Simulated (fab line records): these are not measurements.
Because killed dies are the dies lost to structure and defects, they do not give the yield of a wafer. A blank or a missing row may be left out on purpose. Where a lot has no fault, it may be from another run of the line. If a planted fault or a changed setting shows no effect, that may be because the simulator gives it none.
Split-lot study :: flow n5_finfet :: 21 wafers read from 7 lots, route of 1938 steps

## ON THE SPLIT
At N5_BEOL_M8_ILD_DEP_00 (deposits SiCOH lowk from DEMS/porogen, target thk 179.75 nm, time 33.4 s), the setting time_s was moved away from the recipe's 33.4 s on 5 of the 21 wafers read, by -7.1% to +6.3%. All remaining wafers had this setting at the recipe value.

## FROM THE SPLIT TO THE READING: what the file shows between them, 1 step
- N5_BEOL_M8_CURE_74: cures SiCOH lowk, time 240 s

## THE READING
M8_ILD_THK in nanometres, read at N5_BEOL_M8_THK_MEAS_01. Fault-free wafers of this fab line usually give 155.7 nm, standard deviation 2.4 nm.

wafer: L075.1
tool, chamber at the split: pecvd-03, 0
time_s as run, s: 33.4
against the recipe: recipe
M8_ILD_THK, nm: 152.6
against lot-mates on the recipe: -

wafer: L075.3
tool, chamber at the split: pecvd-03, 0
time_s as run, s: 33.4
against the recipe: recipe
M8_ILD_THK, nm: 154.7
against lot-mates on the recipe: -

wafer: L075.5
tool, chamber at the split: pecvd-03, 1
time_s as run, s: 33.4
against the recipe: recipe
M8_ILD_THK, nm: 154.5
against lot-mates on the recipe: -

wafer: L081.1
tool, chamber at the split: pecvd-01, 2
time_s as run, s: 33.4
against the recipe: recipe
M8_ILD_THK, nm: 156.5
against lot-mates on the recipe: -

wafer: L081.2
tool, chamber at the split: pecvd-01, 1
time_s as run, s: 31.09
against the recipe: -6.9%
M8_ILD_THK, nm: 147.9
against lot-mates on the recipe: -8.9

wafer: L081.5
tool, chamber at the split: pecvd-01, 0
time_s as run, s: 33.4
against the recipe: recipe
M8_ILD_THK, nm: 157.1
against lot-mates on the recipe: -

wafer: L085.1
tool, chamber at the split: pecvd-04, 0
time_s as run, s: 33.4
against the recipe: recipe
M8_ILD_THK, nm: 154.8
against lot-mates on the recipe: -

wafer: L085.2
tool, chamber at the split: pecvd-04, 1
time_s as run, s: 34.99
against the recipe: +4.8%
M8_ILD_THK, nm: 158.3
against lot-mates on the recipe: +3.3

wafer: L085.5
tool, chamber at the split: pecvd-04, 0
time_s as run, s: 33.4
against the recipe: recipe
M8_ILD_THK, nm: 155.2
against lot-mates on the recipe: -

wafer: L086.2
tool, chamber at the split: pecvd-04, 1
time_s as run, s: 33.4
against the recipe: recipe
M8_ILD_THK, nm: 151.7
against lot-mates on the recipe: -

wafer: L086.3
tool, chamber at the split: pecvd-04, 1
time_s as run, s: 33.4
against the recipe: recipe
M8_ILD_THK, nm: 154.5
against lot-mates on the recipe: -

wafer: L086.5
tool, chamber at the split: pecvd-04, 0
time_s as run, s: 33.4
against the recipe: recipe
M8_ILD_THK, nm: 156.6
against lot-mates on the recipe: -

wafer: L090.1
tool, chamber at the split: pecvd-03, 1
time_s as run, s: 33.4
against the recipe: recipe
M8_ILD_THK, nm: 151.4
against lot-mates on the recipe: -

wafer: L090.3
tool, chamber at the split: pecvd-03, 2
time_s as run, s: 33.4
against the recipe: recipe
M8_ILD_THK, nm: 156.0
against lot-mates on the recipe: -

wafer: L090.5
tool, chamber at the split: pecvd-03, 2
time_s as run, s: 33.4
against the recipe: recipe
M8_ILD_THK, nm: 158.8
against lot-mates on the recipe: -

wafer: L093.2
tool, chamber at the split: pecvd-04, 1
time_s as run, s: 33.4
against the recipe: recipe
M8_ILD_THK, nm: 154.3
against lot-mates on the recipe: -

wafer: L093.4
tool, chamber at the split: pecvd-04, 2
time_s as run, s: 35.49
against the recipe: +6.3%
M8_ILD_THK, nm: 164.1
against lot-mates on the recipe: +9.8

wafer: L093.6
tool, chamber at the split: pecvd-04, 0
time_s as run, s: 35.49
against the recipe: +6.3%
M8_ILD_THK, nm: 164.3
against lot-mates on the recipe: +10.0

wafer: L096.1
tool, chamber at the split: pecvd-01, 0
time_s as run, s: 33.4
against the recipe: recipe
M8_ILD_THK, nm: 158.4
against lot-mates on the recipe: -

wafer: L096.2
tool, chamber at the split: pecvd-01, 2
time_s as run, s: 31.03
against the recipe: -7.1%
M8_ILD_THK, nm: 144.2
against lot-mates on the recipe: -13.5

wafer: L096.3
tool, chamber at the split: pecvd-01, 1
time_s as run, s: 33.4
against the recipe: recipe
M8_ILD_THK, nm: 157.0
against lot-mates on the recipe: -

FIT RESULTS
A straight line over all 21 wafers: M8_ILD_THK changes by +1.29 nm for each +1% of time_s; r = +0.89; the points scatter about the line by 2.1 nm.
The same after taking each lot's own level away (the mean of its wafers on the recipe; 21 wafers): +1.49 nm for each +1%; r = +0.93; scatter 1.9 nm.
Per that fit: largest time_s move, reading shift of 11 nm.
Measured against the standard deviation above, the lots' own levels, which go from 153.93 to 157.70 nm, span 1.6 times it.
In other words, the slope is changed by the lot-to-lot level; the two fits disagree.
Check: with one of the wafers moved furthest among these (-7.1%) left out of the fit, the line predicts -9.58 nm for it against its lot-mates. Against them it came out at -13.5 nm.

## FURTHER SPLITS ON THESE WAFERS
Other splits were also applied to these wafers ahead of the reading. Each is held against what the fit with the lots' levels taken away leaves over:
other split on the same wafers: N5_BEOL_M5_TRENCH_ETCH_37 source_w
wafers away from the commonest value: 8
r with M8_ILD_THK (lot level and that fit taken away): -0.01

other split on the same wafers: N5_BEOL_M5_SPUTTER_48 time_s
wafers away from the commonest value: 9
r with M8_ILD_THK (lot level and that fit taken away): +0.35

other split on the same wafers: N5_BEOL_M6_DESCUM_33 time_s
wafers away from the commonest value: 5
r with M8_ILD_THK (lot level and that fit taken away): +0.30

other split on the same wafers: N5_BEOL_M6_ETCH_66 bias_w
wafers away from the commonest value: 6
r with M8_ILD_THK (lot level and that fit taken away): -0.23

## THE WHOLE CHAIN: every reading that the file lists as answering this split, in the file's order
step: N5_BEOL_M8_ILD_DEP_00
what it does: deposits SiCOH lowk from DEMS/porogen, target thk 179.75 nm, time 33.4 s
reading: SiCOH_lowk_of_BEOL_M8_ILD_DEP_00.thk_nm (the simulator's own value, which no gauge read)
change (the file's fit): +1.69 nm for each +1% of the setting
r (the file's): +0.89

step: N5_BEOL_M8_CURE_74
what it does: cures SiCOH lowk, time 240 s
reading: SiCOH_lowk_of_BEOL_M8_ILD_DEP_00.thk_nm (the simulator's own value, which no gauge read)
change (the file's fit): +1.46 nm for each +1% of the setting
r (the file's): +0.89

step: N5_BEOL_M8_THK_MEAS_01
what it does: 
reading: M8_ILD_THK
change (the file's fit): +1.47 for each +1% of the setting
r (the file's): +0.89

## THE FILE'S OWN FIT
M8_ILD_THK changes by +1.47 nm for each +1% of time_s, r = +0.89.
